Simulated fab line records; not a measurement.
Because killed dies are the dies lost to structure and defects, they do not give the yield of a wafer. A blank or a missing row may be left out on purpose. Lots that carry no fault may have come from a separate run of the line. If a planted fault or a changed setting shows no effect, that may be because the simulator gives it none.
A lot that was struck, set against a sound lot || flow n5 finfet || 42 steps out of a route of 1938
Sound: wafers L802.2, L802.4, L802.5. Struck: wafer L800.4 (left out: L800.1, a lot-mate that was not struck); the cause follows at the end.
Order at every step that has rows: each side's tool, ch and its chambers, its first start. Under that, the readings that differ: sound wafers || struck wafers || difference of the means || sigmas: that difference in standard deviations of wafers without a fault.
alike: words and numbers the same on both sides, and readings whose means are apart by under 2 such deviations; not compared: readings that were withheld, readings missing a value for some wafer, numbers with overlapping values and no deviation given by the record, and bounds like >300 which may hide the same value.
Wherever a step has rows on one side only, a row that says differs or no value, or a row with sigmas, the two part there. Numbers that don't overlap but have no deviation are shown without sigmas and don't part them. Lack of a reading on every wafer of one side parts them only where that side has two or more wafers.

first, 12 steps without rows for these wafers: N5_SD_EPI_N_STRIP_36 (strips in N2/H2); N5_SD_EPI_N_ETCHBACK_44 (etches SiNx in CH3F/O2, stops on SiO2, target depth 14.5 nm); N5_SD_EPI_N_ETCH_45 (etches SiOCN in CH3F/O2, target depth 6 nm); N5_SD_EPI_N_ETCH_16 (etches SiO2 in CHF3/O2, target depth 5 nm); N5_SD_EPI_N_STRIP_47 (strips in CHF3/O2); N5_SD_EPI_N_SD_RECESS_17 (chemistry HBr/Cl2/O2, target depth 41 nm, time 23.7 s, bt time 3 s); N5_SD_EPI_N_STRIP_38 (strips in N2/H2); N5_SD_EPI_N_WET_ETCH_43 (etches SiO2 in dHF, time 14 s, target depth 1.5 nm); N5_SD_EPI_N_STRIP_18 (strips in SPM, time 750 s); N5_SD_EPI_N_SRD_20 (time 30 s); N5_SD_EPI_N_PRECLEAN_48 (cleans in NF3:NH3, afs cycles 2, time 20 s, sublimation time 60 s); N5_SD_EPI_N_VAPOR_ETCH_50 (etches Si in HCl, time 54 s).
N5_SD_EPI_N_EPI_21: deposits Si:P, time 690 s.
  sound on epi rpcvd-02 ch 0, day 8 13:47; struck on epi rpcvd-01 ch 0, day 7 20:44
{"reading": "epi growth time s (s)", "sound": "690 690 690", "struck": 806.06, "difference": "+116.06", "sigmas": ""}
{"reading": "model.Si-P_of_SD_EPI_N_EPI_21.thk nm (nm)", "sound": "59.8 59 59.6", "struck": 66, "difference": "+7", "sigmas": ""}
  alike: chamber pressure Torr
N5_SD_EPI_N_EPI_MEAS_23:
  sound on film metro-01 at day 8 15:14; struck on film metro-02 at day 7 21:54
{"reading": "thk nm (nm)", "sound": "58.0 58.7 61.2", "struck": 64.7, "difference": "+5.4", "sigmas": "+4"}
then, 24 steps without rows for these wafers: N5_SD_EPI_N_PRECLEAN_24 (cleans in O3/DIW, time 60 s); N5_SD_EPI_N_SRD_25 (time 30 s); N5_SD_EPI_N_PRECLEAN_49 (cleans in NF3:NH3, afs cycles 1, time 20 s, sublimation time 60 s); N5_SD_EPI_N_LINER_46 (material SiNx, target thk 3 nm); N5_SD_EPI_P_COAT_34 (time 60 s, resist thk 350 nm); N5_SD_EPI_P_COAT_35 (time 60 s, resist thk 35 nm); N5_SD_EPI_P_COAT_03 (resist thk 150 nm); N5_SD_EPI_P_EBR_05; N5_SD_EPI_P_SOFTBAKE_04 (time 60 s); N5_SD_EPI_P_EXPOSE_06 (exposes mask SD P BLK, target cd 240 nm); N5_SD_EPI_P_PEB_07 (peb time 60 s); N5_SD_EPI_P_DEVELOP_08 (develop time 30 s); N5_SD_EPI_P_DESCUM_14 (chemistry O2, time 7.9 s); N5_SD_EPI_P_ETCH_36 (etches SiARC in CF4, target depth 45.5 nm, time 75.8 s); N5_SD_EPI_P_ETCH_37 (etches SOC in N2/H2, overetch 108 nm, time 486 s); N5_SD_EPI_P_STRIP_38 (strips in N2/H2); N5_SD_EPI_P_ETCHBACK_46 (etches SiNx in CH3F/O2, stops on SiO2, target depth 17.5 nm); N5_SD_EPI_P_ETCH_47 (etches SiOCN in CH3F/O2, target depth 25 nm); N5_SD_EPI_P_ETCH_16 (etches SiO2 in CHF3/O2, target depth 5 nm); N5_SD_EPI_P_STRIP_50 (strips in CHF3/O2); N5_SD_EPI_P_SD_RECESS_17 (chemistry HBr/Cl2/O2, target depth 39.1 nm, bt time 3 s); N5_SD_EPI_P_WET_ETCH_45 (etches SiO2 in dHF, time 10.7 s, target depth 2 nm, rinse time 30 s); N5_SD_EPI_P_STRIP_40 (strips in N2/H2); N5_SD_EPI_P_PRECLEAN_52 (cleans in O3/DIW, time 60 s).
N5_SD_ACTIVATION_RS_MEAS_03: a four-point-probe measurement.
  sound on film metro-01 at day 8 20:30; struck on film metro-01 at day 8 03:49
{"reading": "RS_SD_N (ohm/sq)", "sound": "21.68 21.84 21.74", "struck": 19.42, "difference": -2.33, "sigmas": -9}
  alike: RS_SD_P
N5_MOL_CONTACT_COAG_ETCH_15: etches SiNx in CH3F/O2, stops on Si:P, target depth 7 nm.
  sound on rie diel-05 ch 1,2,3, day 10 01:58; struck on rie diel-05 ch 2, day 9 10:11
{"reading": "model.Si-P_of_SD_EPI_N_EPI_21.thk nm (nm)", "sound": "59 58.2 58.8", "struck": 65, "difference": "+6", "sigmas": ""}
  alike: CH3F_flow_sccm, drypump motor current A, oes_f_703_au, oes product au, rf vpp V, showerhead plenum p Torr, throttle valve pct
  not compared: rf hours counter h
-- record jumps: 7 days separate the struck wafers' starts on either side; left off in module MOL_CONTACT_COAG, taken up again in module BEOL_M4, whose first shown step is the route's number 1111 --
N5_BEOL_M4_RC_MEAS_101:
  sound on prober-02 ch 0, day 17 02:02; struck on prober-01 ch 0, day 16 17:51
{"reading": "RS_SD_N (ohm/sq)", "sound": "28.0 28.2 27.9", "struck": 25.3, "difference": -2.7, "sigmas": -9}
  alike: DIBL_N, DIBL_P, IOFF_N, IOFF_P, ION_N, ION_P, SS_N, SS_P, VT_N, VT_P
following that, these wafers have no rows for 1 step: N5_PASSIVATION_PROBE_49.

WHERE THEY PART
First at N5_SD_EPI_N_EPI_MEAS_23; last, within this record, at N5_BEOL_M4_RC_MEAS_101.

WHY: what had been put in by the simulator
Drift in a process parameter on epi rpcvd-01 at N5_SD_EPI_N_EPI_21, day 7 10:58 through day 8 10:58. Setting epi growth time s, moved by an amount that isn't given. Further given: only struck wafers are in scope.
